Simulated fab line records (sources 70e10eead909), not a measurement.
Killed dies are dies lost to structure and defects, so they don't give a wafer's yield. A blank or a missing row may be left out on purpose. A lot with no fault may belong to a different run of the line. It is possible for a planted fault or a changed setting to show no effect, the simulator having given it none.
Commonality check across tools    flow nandHarc    Sample size 14 lots and 42 wafers

THE REASON FOR OPENING IT
On 2 of the 14 lots, a flag is raised at NHARC_P_M2_CD_MEAS_09 on the reading cdNm. No-fault wafers: 169.7 nm, standard deviation 0.8.
Rule: flag the lot when none of its wafers has a number, or when each of its wafers that has one lies beyond 4 standard deviations from that mean. The rest of the lots are taken to be sound.

lot   measured      on        cdNm (nm), wafer by wafer  flag
L473  day 6 13:24   cdSem-03  169.1 168.4 169.2          
L474  day 6 14:01   cdSem-03  170.2 170.6 172.2          
L476  day 6 22:18   cdSem-01  168.4 169.6 168.5          
L477  day 7 04:02   cdSem-02  168.9 169.4 168.4          
L480  day 7 18:46   cdSem-03  172.3 170.3 170.9          
L479  day 7 20:04   cdSem-03  170.0 170.3 169.0          
L481  day 8 10:49   cdSem-01  169.6 169.2 170.2          
L482  day 8 11:16   cdSem-02  169.9 169.1 169.4          
L487  day 9 10:23   cdSem-01  169.2 169.0 169.3          
L485  day 9 11:26   cdSem-02  140.9 141.4 140.7          FLAGGED
L486  day 9 12:04   cdSem-03  147.5 147.9 148.2          FLAGGED
L488  day 10 10:52  cdSem-03  168.6 168.5 168.8          
L495  day 11 16:28  cdSem-01  168.7 169.7 169.4          
L496  day 11 16:30  cdSem-01  171.1 170.5 171.0          
On average the flagged lots' numbers are 144.4 nm, which is -25.3 nm against the usual, or -32 standard deviations.

EACH LOT AND THE TOOL IT RAN ON
2 process steps preceding the reading are held in the record, out of 1159 steps in the route. Cell contents, in order: the tool; ch with the chambers the sampled wafers went through; the start.
lot   flag     NHARC_P_M1_DESCUM_14               NHARC_P_M2_EXPOSE_06
L473           rieDiel-03 ch 0,1,2, day 6 09:26   arfiScanner-02 ch 0, day 6 13:16
L474           rieDiel-03 ch 0,1, day 6 10:04     arfiScanner-03 ch 0, day 6 13:53
L476           rieDiel-11 ch 0,1, day 6 18:20     arfiScanner-02 ch 0, day 6 22:10
L477           rieDiel-03 ch 0,2,3, day 7 00:08   arfiScanner-01 ch 0, day 7 03:53
L480           rieDiel-11 ch 1,2, day 7 14:44     arfiScanner-01 ch 0, day 7 18:37
L479           rieDiel-03 ch 0,1,3, day 7 15:57   arfiScanner-03 ch 0, day 7 19:55
L481           rieDiel-03 ch 1,2,3, day 8 06:45   arfiScanner-03 ch 0, day 8 10:40
L482           rieDiel-11 ch 1,2,3, day 8 07:27   arfiScanner-03 ch 0, day 8 11:08
L487           rieDiel-05 ch 0,2,3, day 9 06:26   arfiScanner-01 ch 0, day 9 10:14
L485  FLAGGED  rieDiel-05 ch 0,2,3, day 9 07:32   arfiScanner-01 ch 0, day 9 11:17
L486  FLAGGED  rieDiel-11 ch 0,1,2, day 9 08:13   arfiScanner-01 ch 0, day 9 11:56
L488           rieDiel-05 ch 0,3, day 10 06:47    arfiScanner-03 ch 0, day 10 10:43
L495           rieDiel-11 ch 1,2,3, day 11 11:43  arfiScanner-03 ch 0, day 11 16:19
L496           rieDiel-03 ch 1,2,3, day 11 12:15  arfiScanner-03 ch 0, day 11 16:21
What the steps here do:
- NHARC_P_M1_DESCUM_14: chemistry O2, time 3 s.
- NHARC_P_M2_EXPOSE_06: exposes mask P M2, target cd 170 nm.
- NHARC_P_M2_CD_MEAS_09: target cd 170 nm.

FLAGGED AGAINST TOTAL, ONE TOOL AT A TIME (gauges that did the reading follow at the end)
step                   tool            lots run  flagged  share of the flagged lots  sound lots run after its first flagged lot
NHARC_P_M1_DESCUM_14   rieDiel-03      6         0        none                       -
NHARC_P_M1_DESCUM_14   rieDiel-05      3         1        some                       1 (L488)
NHARC_P_M1_DESCUM_14   rieDiel-11      5         1        some                       1 (L495)
NHARC_P_M2_EXPOSE_06   arfiScanner-01  5         2        all                        0
NHARC_P_M2_EXPOSE_06   arfiScanner-02  2         0        none                       -
NHARC_P_M2_EXPOSE_06   arfiScanner-03  7         0        none                       -
NHARC_P_M2_CD_MEAS_09  cdSem-01        5         0        none                       -
NHARC_P_M2_CD_MEAS_09  cdSem-02        3         1        some                       0
NHARC_P_M2_CD_MEAS_09  cdSem-03        6         1        some                       1 (L488)

WHAT THE TABLE PERMITS
All flagged lots share 1 row of the table, namely arfiScanner-01 at NHARC_P_M2_EXPOSE_06.
- arfiScanner-01 at NHARC_P_M2_EXPOSE_06: 2 of its 5 lots flagged. A fault beginning between L487 (day 9 10:14), its last sound lot, and L485 (day 9 11:17), its first flagged one, fits the data. Its own readings lie more than 4 standard deviations out on every wafer of the flagged lots: exposureDoseMJCm2.
Just one tool remains: arfiScanner-01 at NHARC_P_M2_EXPOSE_06.

WHAT THE SIMULATOR HAD PUT IN
Process parameter drift: arfiScanner-01, from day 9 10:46 on, at NHARC_P_M2_EXPOSE_06. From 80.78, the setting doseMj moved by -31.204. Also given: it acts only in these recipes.
Shown lots that were struck: L485, L486. The same result came from the rule above.
